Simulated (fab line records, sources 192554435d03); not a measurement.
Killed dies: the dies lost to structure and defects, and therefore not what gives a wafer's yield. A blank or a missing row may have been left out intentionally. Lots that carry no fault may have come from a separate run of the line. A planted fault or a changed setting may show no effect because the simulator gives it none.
Chamber matching | flow n5 finfet | N5_BEOL_M9_ILD_DEP_00 on pecvd-03: 3 sister chambers
The step deposits SiCOH lowk from DEMS/porogen, target thk 308.51 nm, time 58 s. 6 wafers are shown with their chamber, then 8 later ones without.

## EACH WAFER AND ITS CHAMBER
wafer  | chamber | showerhead vpp V (V) | throttle valve pct (%)
L085.4 | 0       | 1339                 | 12.3
L085.5 | 1       | 1539                 | 14.3
L088.1 | 2       | 1278                 | 14.2
L088.3 | 0       | 1347                 | 12.8
L088.4 | 1       | 1542                 | 14.1
L087.3 | 2       | 1246                 | 13.8

## WAFERS WITH NO CHAMBER GIVEN
wafer  | showerhead vpp V (V) | throttle valve pct (%)
L087.5 | 1328                 | 12.1
L087.6 | 1545                 | 14.3
L093.1 | 1363                 | 12.8
L093.2 | 1287                 | 13.9
L093.4 | 1543                 | 14.2
L094.2 | 1534                 | 14.2
L094.4 | 1343                 | 12.6
L094.6 | 1544                 | 14.2

## WHICH CHAMBER EACH WENT THROUGH
wafer  | from the rows above | in truth
L087.5 | 0                   | 0
L087.6 | 1                   | 1
L093.1 | 0                   | 0
L093.2 | 2                   | 2
L093.4 | 1                   | 1
L094.2 | 1                   | 1
L094.4 | 0                   | 0
L094.6 | 1                   | 1
8 of 8 placed correctly. Can't be placed from these rows: 0. 0 placed wrongly.
How it was worked out, from the rows above alone: a wafer's distance from a chamber is the root of the sum, over the readings, of the square of ((its reading less the chamber's mean) divided by the reading's scatter). If the next closest chamber is less than 2 further off than the closest, the wafer can't be placed; otherwise it belongs to the closest. Each chamber's mean is taken over the wafers shown for it. The scatter is the square root of a quotient: the sum, over the shown wafers, of each reading's squared deviation from its chamber's mean, divided by wafers minus chambers.
